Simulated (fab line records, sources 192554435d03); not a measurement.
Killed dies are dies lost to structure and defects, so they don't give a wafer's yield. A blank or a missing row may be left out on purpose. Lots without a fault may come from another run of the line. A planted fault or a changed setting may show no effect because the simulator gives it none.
One fault seen from 3 desks | flow n5_finfet | each desk has only its own numbers; what lay behind them comes last

THE METROLOGY DESK
What the gauges read, lot by lot, whatever tool the lot ran on: means of the sampled wafers that have a number. A lot is out of limits, marked OUT, if its mean lies more than 4 standard deviations from the usual mean; the brackets give that distance. Of its 10 readings 7 are shown: those that lie furthest out on some lot.
Columns: A = DIBL_N at N5_BEOL_M4_RC_MEAS_101, usual 35.9 mV/V; B = DIBL_P at N5_BEOL_M4_RC_MEAS_101, usual 35.9 mV/V; C = IOFF_N at N5_BEOL_M4_RC_MEAS_101, usual 0.155 nA/um; D = IOFF_P at N5_BEOL_M4_RC_MEAS_101, usual 0.201 nA/um; E = SS_N at N5_BEOL_M4_RC_MEAS_101, usual 71.6 mV/dec; F = SS_P at N5_BEOL_M4_RC_MEAS_101, usual 73.1 mV/dec; G = VT_N at N5_BEOL_M4_RC_MEAS_101, usual 250.0 mV
lot  | first seen here | A    | B    | C     | D     | E    | F    | G
L672 | day 8 01:55     | 35.5 | 35.7 | 0.147 | 0.203 | 71.3 | 73.5 | 249.3
L680 | day 10 08:20    | 37.3 | 37.5 | 0.184 | 0.195 | 71.5 | 73.3 | 245.6
L681 | day 10 17:59    | 33.7 | 32.2 | 0.123 | 0.165 | 71.0 | 71.9 | 251.8
L682 | day 11 03:49    | 36.0 | 36.3 | 0.147 | 0.197 | 71.3 | 72.8 | 252.5
This desk's finding: nothing out of limits on any of the 4 lots.

THE TOOL OWNER'S DESK: rie_metal-01
The tool's own readings at N5_BEOL_M1_HM_OPEN_17 (chemistry Cl2/BCl3, target TiN, target depth 20 nm, overetch 6 nm): means of the sampled wafers that have a number, for each lot that ran on this tool. A lot is out of limits, marked OUT, if its mean lies more than 4 standard deviations from the usual mean; the brackets give that distance.
Columns: A = bcl3_flow_sccm at N5_BEOL_M1_HM_OPEN_17, usual 21.76 sccm; B = drypump_motor_current_A at N5_BEOL_M1_HM_OPEN_17, usual 5.7 A; C = oes_product_au at N5_BEOL_M1_HM_OPEN_17, usual 0.66 a.u.; D = throttle_valve_pct at N5_BEOL_M1_HM_OPEN_17, usual 22.15 %
lot  | first seen here | A     | B   | C    | D
L672 | day 6 03:58     | 21.71 | 6.1 | 0.61 | 22.09
L681 | day 8 20:11     | 21.74 | 6.1 | 0.71 | 22.01
L682 | day 8 20:38     | 21.76 | 6.4 | 0.64 | 22.04
This desk's finding: nothing out of limits on any of the 3 lots.

THE DEFECT DESK
What the inspections along the route counted, lot by lot: means of the sampled wafers that have a number. A lot is out of limits, marked OUT, if its mean lies more than 4 standard deviations from the usual mean; the brackets give that distance.
Columns: A = raw_defect_count at N5_BEOL_M1_INSPECT_30, usual 433
lot  | first seen here | A
L672 | day 6 04:41     | 682
L680 | day 8 11:28     | 365
L681 | day 8 20:54     | 1185 (+6.3) OUT
L682 | day 8 21:21     | 1251 (+6.8) OUT
This desk's finding: out of limits on L681, L682; first on L681, day 8 20:54 (raw_defect_count at N5_BEOL_M1_INSPECT_30). In limits: L672, L680.

PUT TOGETHER
The defect desk could have raised an alarm at day 8 20:54, on L681, L682.
The metrology desk saw nothing out of limits.
The tool owner's desk saw nothing out of limits.
The metrology desk has L681, L682 on record, within its limits.
The tool owner's desk has L681, L682 on record, within its limits.
Of the lots named, all ran N5_BEOL_M1_HM_OPEN_17 on rie_metal-01.

WHAT THE SIMULATOR HAD PUT IN
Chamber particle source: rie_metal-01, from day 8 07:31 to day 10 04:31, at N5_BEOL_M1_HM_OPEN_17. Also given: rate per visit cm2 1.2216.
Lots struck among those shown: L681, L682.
Hours from the fault's start to each desk's first reading out of limits: the defect desk, 13.
